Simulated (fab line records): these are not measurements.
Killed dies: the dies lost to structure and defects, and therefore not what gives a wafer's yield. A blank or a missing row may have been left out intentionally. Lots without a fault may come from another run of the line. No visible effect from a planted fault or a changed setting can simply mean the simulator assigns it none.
Which of the tools did it? + flow nand-harc + 72 wafers from 24 lots sampled at 6 of the route's 1159 steps

== WHAT THE GAUGES READ, wafer by wafer ==
The record holds no reading of a measuring or inspecting step that can be judged against a usual standard deviation.

== TOOL THAT RAN EACH LOT (tool first, then ch and the chambers of the sampled wafers, then the start) ==
| lot  | NHARC_A_SLIT_ETCH_29               | NHARC_A_SLIT_STRIP_18                         | NHARC_A_CONTACT_ETCH_112             | NHARC_A_CONTACT_ETCH_119             | NHARC_A_CONTACT_ETCH_121             | NHARC_A_CONTACT_ETCH_124             |
|------|------------------------------------|-----------------------------------------------|--------------------------------------|--------------------------------------|--------------------------------------|--------------------------------------|
| L076 | rie-diel-09 ch 2,3, day 14 17:46   | rie-diel-09 ch 1,2,3, day 16 12:46 or earlier | har-cap-etch-02 ch 0,1, day 16 12:46 | har-cap-etch-02 ch 0,1, day 16 13:25 | har-cap-etch-02 ch 0,1, day 16 13:35 | har-cap-etch-03 ch 0,1, day 16 19:34 |
| L075 | rie-diel-09 ch 0,1,2, day 14 19:28 | rie-diel-09 ch 1,2,3, day 16 12:08 or earlier | har-cap-etch-01 ch 0,1, day 16 12:08 | har-cap-etch-01 ch 0,1, day 16 12:46 | har-cap-etch-01 ch 0,1, day 16 12:58 | har-cap-etch-02 ch 0,1, day 16 18:43 |
| L074 | rie-diel-09 ch 0,1, day 14 20:47   | rie-diel-09 ch 0,1,2, day 16 16:16 or earlier | har-cap-etch-01 ch 0,1, day 16 16:16 | har-cap-etch-01 ch 0,1, day 16 16:54 | har-cap-etch-01 ch 0,1, day 16 17:05 | har-cap-etch-01 ch 0,1, day 17 00:10 |
| L079 | rie-diel-13 ch 2,3, day 15 09:43   | rie-diel-13 ch 1,2,3, day 17 01:22 or earlier | har-cap-etch-02 ch 0,1, day 17 01:22 | har-cap-etch-02 ch 0,1, day 17 02:13 | har-cap-etch-02 ch 0,1, day 17 02:27 | har-cap-etch-03 ch 0, day 17 08:18   |
| L078 | rie-diel-09 ch 1,2,3, day 15 11:03 | rie-diel-09 ch 0,2, day 17 03:37 or earlier   | har-cap-etch-03 ch 0,1, day 17 03:37 | har-cap-etch-03 ch 0,1, day 17 04:15 | har-cap-etch-03 ch 0,1, day 17 04:26 | har-cap-etch-01 ch 0,1, day 17 10:16 |
| L080 | rie-diel-13 ch 1,2, day 15 11:23   | rie-diel-13 ch 1,2, day 17 06:02 or earlier   | har-cap-etch-01 ch 0,1, day 17 06:02 | har-cap-etch-01 ch 0,1, day 17 06:40 | har-cap-etch-01 ch 0,1, day 17 06:51 | har-cap-etch-03 ch 0,1, day 17 13:50 |
| L077 | rie-diel-06 ch 2,3, day 15 12:44   | rie-diel-06 ch 1,2, day 17 13:32 or earlier   | har-cap-etch-02 ch 0,1, day 17 13:32 | har-cap-etch-02 ch 0,1, day 17 14:23 | har-cap-etch-02 ch 0,1, day 17 14:37 | har-cap-etch-03 ch 0,1, day 17 21:27 |
| L081 | rie-diel-13 ch 2,3, day 16 04:33   | rie-diel-13 ch 0,1, day 18 00:01 or earlier   | har-cap-etch-02 ch 0,1, day 18 00:01 | har-cap-etch-02 ch 0,1, day 18 00:52 | har-cap-etch-02 ch 0,1, day 18 01:07 | har-cap-etch-01 ch 0,1, day 18 06:55 |
| L083 | rie-diel-09 ch 0,1,3, day 16 14:41 | rie-diel-09 ch 1,2,3, day 18 12:22 or earlier | har-cap-etch-02 ch 0,1, day 18 12:22 | har-cap-etch-02 ch 0,1, day 18 13:13 | har-cap-etch-02 ch 0,1, day 18 13:27 | har-cap-etch-02 ch 0,1, day 18 19:34 |
| L082 | rie-diel-06 ch 0,1,2, day 16 16:23 | rie-diel-06 ch 0,1,2, day 18 12:27 or earlier | har-cap-etch-03 ch 0, day 18 12:27   | har-cap-etch-03 ch 0, day 18 13:05   | har-cap-etch-03 ch 0, day 18 13:17   | har-cap-etch-03 ch 0,1, day 18 19:11 |
| L084 | rie-diel-09 ch 0,1,3, day 16 23:13 | rie-diel-09 ch 0,1,2, day 18 21:35 or earlier | har-cap-etch-01 ch 0,1, day 18 21:35 | har-cap-etch-01 ch 0,1, day 18 22:13 | har-cap-etch-01 ch 0,1, day 18 22:24 | har-cap-etch-01 ch 0,1, day 19 05:17 |
| L087 | rie-diel-13 ch 0,3, day 17 18:03   | rie-diel-13 ch 1,2, day 19 21:26 or earlier   | har-cap-etch-03 ch 0,1, day 19 21:26 | har-cap-etch-03 ch 0,1, day 19 22:04 | har-cap-etch-03 ch 0,1, day 19 22:15 | har-cap-etch-03 ch 0,1, day 20 04:00 |
| L085 | rie-diel-13 ch 0,1,2, day 17 19:44 | rie-diel-13 ch 1,2, day 19 16:23 or earlier   | har-cap-etch-01 ch 0,1, day 19 16:23 | har-cap-etch-01 ch 0,1, day 19 17:02 | har-cap-etch-01 ch 0,1, day 19 17:13 | har-cap-etch-01 ch 0,1, day 19 23:04 |
| L086 | rie-diel-13 ch 1,2,3, day 17 21:23 | rie-diel-13 ch 0,1,3, day 19 15:29 or earlier | har-cap-etch-02 ch 0,1, day 19 15:29 | har-cap-etch-02 ch 0,1, day 19 16:20 | har-cap-etch-02 ch 0,1, day 19 16:35 | har-cap-etch-02 ch 1, day 19 22:44   |
| L089 | rie-diel-09 ch 1,2,3, day 18 07:25 | rie-diel-09 ch 0,2,3, day 20 10:46 or earlier | har-cap-etch-02 ch 0,1, day 20 10:46 | har-cap-etch-02 ch 0,1, day 20 11:55 | har-cap-etch-02 ch 0,1, day 20 12:14 | har-cap-etch-03 ch 0, day 20 19:33   |
| L088 | rie-diel-06 ch 2,3, day 18 09:05   | rie-diel-06 ch 2,3, day 20 12:52 or earlier   | har-cap-etch-01 ch 1, day 20 12:52   | har-cap-etch-01 ch 1, day 20 13:31   | har-cap-etch-01 ch 1, day 20 13:41   | har-cap-etch-01 ch 0,1, day 20 20:29 |
| L091 | rie-diel-09 ch 1,2,3, day 18 11:14 | rie-diel-09 ch 0,2,3, day 20 04:46 or earlier | har-cap-etch-01 ch 0,1, day 20 04:46 | har-cap-etch-01 ch 0,1, day 20 05:24 | har-cap-etch-01 ch 0,1, day 20 05:35 | har-cap-etch-02 ch 0,1, day 20 13:59 |
| L090 | rie-diel-09 ch 2,3, day 18 14:22   | rie-diel-09 ch 1,2, day 20 07:28 or earlier   | har-cap-etch-01 ch 0,1, day 20 07:28 | har-cap-etch-01 ch 0,1, day 20 08:06 | har-cap-etch-01 ch 0,1, day 20 08:17 | har-cap-etch-01 ch 0,1, day 20 17:06 |
| L092 | rie-diel-09 ch 0,2, day 18 16:19   | rie-diel-09 ch 1,3, day 20 19:28 or earlier   | har-cap-etch-02 ch 0, day 20 19:28   | har-cap-etch-02 ch 0, day 20 20:36   | har-cap-etch-02 ch 0, day 20 20:56   | har-cap-etch-02 ch 0,1, day 21 08:22 |
| L093 | rie-diel-13 ch 0,2, day 18 16:35   | rie-diel-13 ch 0,1, day 20 15:50 or earlier   | har-cap-etch-03 ch 0,1, day 20 15:50 | har-cap-etch-03 ch 0,1, day 20 16:28 | har-cap-etch-03 ch 0,1, day 20 16:38 | har-cap-etch-03 ch 0,1, day 21 01:21 |
| L094 | rie-diel-06 ch 0,1, day 19 05:05   | rie-diel-06 ch 1,3, day 20 21:49 or earlier   | har-cap-etch-03 ch 0,1, day 20 21:49 | har-cap-etch-03 ch 0,1, day 20 22:28 | har-cap-etch-03 ch 0,1, day 20 22:38 | har-cap-etch-01 ch 0, day 21 10:37   |
| L095 | rie-diel-13 ch 0,2,3, day 19 05:43 | rie-diel-13 ch 0,1, day 21 05:10 or earlier   | har-cap-etch-01 ch 0,1, day 21 05:10 | har-cap-etch-01 ch 0,1, day 21 05:48 | har-cap-etch-01 ch 0,1, day 21 05:59 | har-cap-etch-01 ch 0,1, day 21 16:02 |
| L096 | rie-diel-06 ch 0,1,3, day 19 06:44 | rie-diel-06 ch 0,1,2, day 20 22:32 or earlier | har-cap-etch-02 ch 0,1, day 20 22:32 | har-cap-etch-02 ch 0,1, day 20 23:40 | har-cap-etch-02 ch 0,1, day 20 23:59 | har-cap-etch-02 ch 0,1, day 21 12:06 |
| L097 | rie-diel-13 ch 1,2, day 20 14:29   | rie-diel-13 ch 1,2, day 22 07:32 or earlier   | har-cap-etch-03 ch 0, day 22 07:32   | har-cap-etch-03 ch 0, day 22 08:10   | har-cap-etch-03 ch 0, day 22 08:21   | har-cap-etch-02 ch 0,1, day 22 13:59 |
- NHARC_A_SLIT_ETCH_29: etches the open film in CF4/O2, target depth 100 nm, overetch 10 nm, time 55 s.
- NHARC_A_SLIT_STRIP_18: strips in O2.
- NHARC_A_CONTACT_ETCH_112: etches the open film in C4F8/O2/Ar, time 94 s, target depth 922 nm.
- NHARC_A_CONTACT_ETCH_119: etches the open film in C4F8/O2/Ar, time 94 s, target depth 922 nm.
- NHARC_A_CONTACT_ETCH_121: etches the open film in C4F8/O2/Ar, time 94 s, target depth 922 nm.
- NHARC_A_CONTACT_ETCH_124: etches the open film in C4F8/O2/Ar, time 140 s, target depth 700 nm.

== WHAT THE TOOLS THEMSELVES READ (means of the sampled wafers that have a number; where no wafer has one, the mark that the record gives instead) ==
NHARC_A_SLIT_ETCH_29. Usual: drypump-motor-current-A 5.6 A, standard deviation 0.65; oes_o_777_au 0.999 a.u., standard deviation 0.0044; oes-product-au 1.000 a.u., standard deviation 0.0084; rf-vpp-V 198.2 V, standard deviation 1.3; showerhead-plenum-p-Torr 1.36 Torr, standard deviation 0.051; throttle-valve-pct 13.397 %, standard deviation 0.0088.
| lot  | tool        | drypump-motor-current-A (A) | oes_o_777_au (a.u.) | oes-product-au (a.u.) | rf-vpp-V (V) | showerhead-plenum-p-Torr (Torr) | throttle-valve-pct (%) | flag |
|------|-------------|-----------------------------|---------------------|-----------------------|--------------|---------------------------------|------------------------|------|
| L076 | rie-diel-09 | 5.2                         | 0.999               | 0.998                 | 197.0        | 1.31                            | 13.406                 |      |
| L075 | rie-diel-09 | 5.4                         | 1.001               | 1.010                 | 197.7        | 1.33                            | 13.392                 |      |
| L074 | rie-diel-09 | 5.3                         | 0.998               | 1.010                 | 198.9        | 1.38                            | 13.400                 |      |
| L079 | rie-diel-13 | 6.0                         | 0.998               | 0.998                 | 198.1        | 1.38                            | 13.397                 |      |
| L078 | rie-diel-09 | 5.3                         | 0.996               | 1.003                 | 197.2        | 1.31                            | 13.398                 |      |
| L080 | rie-diel-13 | 6.3                         | 1.003               | 0.999                 | 199.1        | 1.38                            | 13.397                 |      |
| L077 | rie-diel-06 | 5.4                         | 0.997               | 0.990                 | 199.3        | 1.41                            | 13.401                 |      |
| L081 | rie-diel-13 | 5.6                         | 1.000               | 1.002                 | 198.5        | 1.39                            | 13.403                 |      |
| L083 | rie-diel-09 | 5.2                         | 1.003               | 1.005                 | 198.0        | 1.35                            | 13.394                 |      |
| L082 | rie-diel-06 | 5.9                         | 0.999               | 0.985                 | 199.2        | 1.40                            | 13.401                 |      |
| L084 | rie-diel-09 | 5.2                         | 0.992               | 0.999                 | 198.8        | 1.36                            | 13.398                 |      |
| L087 | rie-diel-13 | 5.9                         | 0.999               | 1.003                 | 198.2        | 1.35                            | 13.391                 |      |
| L085 | rie-diel-13 | 5.6                         | 0.999               | 1.000                 | 198.0        | 1.35                            | 13.402                 |      |
| L086 | rie-diel-13 | 6.2                         | 0.998               | 1.005                 | 198.8        | 1.38                            | 13.405                 |      |
| L089 | rie-diel-09 | 5.3                         | 0.998               | 1.005                 | 198.0        | 1.31                            | 13.390                 |      |
| L088 | rie-diel-06 | 5.4                         | 0.999               | 0.987                 | 199.1        | 1.40                            | 13.394                 |      |
| L091 | rie-diel-09 | 5.3                         | 0.996               | 1.000                 | 196.8        | 1.31                            | 13.402                 |      |
| L090 | rie-diel-09 | 5.2                         | 1.001               | 1.001                 | 197.0        | 1.30                            | 13.392                 |      |
| L092 | rie-diel-09 | 5.2                         | 1.002               | 0.998                 | 199.2        | 1.37                            | 13.402                 |      |
| L093 | rie-diel-13 | 5.1                         | 0.998               | 0.999                 | 197.3        | 1.35                            | 13.392                 |      |
| L094 | rie-diel-06 | 6.0                         | 1.001               | 0.989                 | 199.7        | 1.39                            | 13.388                 |      |
| L095 | rie-diel-13 | 5.5                         | 0.998               | 1.006                 | 197.5        | 1.35                            | 13.399                 |      |
| L096 | rie-diel-06 | 5.7                         | 0.998               | 0.994                 | 198.5        | 1.37                            | 13.400                 |      |
| L097 | rie-diel-13 | 5.7                         | 1.000               | 1.005                 | 197.3        | 1.39                            | 13.396                 |      |

NHARC_A_SLIT_STRIP_18. Usual: drypump-motor-current-A 5.6 A, standard deviation 0.66; oes-product-au 1.000 a.u., standard deviation 0.0068; rf-vpp-V 57.8 V, standard deviation 0.86; showerhead-plenum-p-Torr 3.59 Torr, standard deviation 0.13; throttle-valve-pct 17.035 %, standard deviation 0.0097.
| lot  | tool        | drypump-motor-current-A (A) | oes-product-au (a.u.) | rf-vpp-V (V) | showerhead-plenum-p-Torr (Torr) | throttle-valve-pct (%) | flag |
|------|-------------|-----------------------------|-----------------------|--------------|---------------------------------|------------------------|------|
| L076 | rie-diel-09 | 5.3                         | 1.001                 | 56.8         | 3.47                            | 17.037                 |      |
| L075 | rie-diel-09 | 5.3                         | 0.996                 | 57.7         | 3.47                            | 17.041                 |      |
| L074 | rie-diel-09 | 5.4                         | 1.004                 | 57.6         | 3.52                            | 17.031                 |      |
| L079 | rie-diel-13 | 6.2                         | 1.004                 | 57.7         | 3.66                            | 17.039                 |      |
| L078 | rie-diel-09 | 5.2                         | 0.995                 | 57.6         | 3.63                            | 17.042                 |      |
| L080 | rie-diel-13 | 5.7                         | 1.001                 | 57.4         | 3.67                            | 17.048                 |      |
| L077 | rie-diel-06 | 5.8                         | 0.990                 | 57.3         | 3.74                            | 17.027                 |      |
| L081 | rie-diel-13 | 6.1                         | 0.999                 | 57.1         | 3.56                            | 17.032                 |      |
| L083 | rie-diel-09 | 5.3                         | 0.997                 | 57.3         | 3.47                            | 17.040                 |      |
| L082 | rie-diel-06 | 5.9                         | 0.997                 | 57.4         | 3.70                            | 17.035                 |      |
| L084 | rie-diel-09 | 5.4                         | 1.005                 | 58.4         | 3.52                            | 17.032                 |      |
| L087 | rie-diel-13 | 6.3                         | 1.001                 | 57.3         | 3.65                            | 17.029                 |      |
| L085 | rie-diel-13 | 6.3                         | 1.003                 | 57.6         | 3.65                            | 17.039                 |      |
| L086 | rie-diel-13 | 6.0                         | 1.002                 | 57.0         | 3.56                            | 17.038                 |      |
| L089 | rie-diel-09 | 5.1                         | 0.991                 | 58.3         | 3.57                            | 17.044                 |      |
| L088 | rie-diel-06 | 5.2                         | 1.001                 | 57.2         | 3.63                            | 17.039                 |      |
| L091 | rie-diel-09 | 5.1                         | 0.999                 | 57.3         | 3.57                            | 17.039                 |      |
| L090 | rie-diel-09 | 5.7                         | 1.007                 | 57.9         | 3.41                            | 17.039                 |      |
| L092 | rie-diel-09 | 5.0                         | 0.994                 | 57.7         | 3.53                            | 17.027                 |      |
| L093 | rie-diel-13 | 5.5                         | 0.993                 | 57.5         | 3.48                            | 17.038                 |      |
| L094 | rie-diel-06 | 5.4                         | 1.003                 | 56.8         | 3.60                            | 17.046                 |      |
| L095 | rie-diel-13 | 5.5                         | 0.994                 | 58.1         | 3.48                            | 17.035                 |      |
| L096 | rie-diel-06 | 5.9                         | 0.997                 | 58.4         | 3.70                            | 17.034                 |      |
| L097 | rie-diel-13 | 5.7                         | 1.004                 | 58.1         | 3.66                            | 17.039                 |      |

== THE ANSWER, worked out from the rows above alone ==
Rule: lot off if the mean of its wafers having a number is beyond 3 standard deviations from the usual mean. Also off: a lot with no number at a reading for which 4 or more lots have one. Any other lot the step has rows for is counted as sound. Order of review: gauges by route order, followed by the tools' own readings, for which a lot's mean as printed above is used. The first step at which some lot is off is used, and at that step the reading that is off furthest; a lot without a number counts as furthest.
No lot is off at any reading shown: from this, nothing can be told.

== WHAT THE SIMULATOR PUT IN ==
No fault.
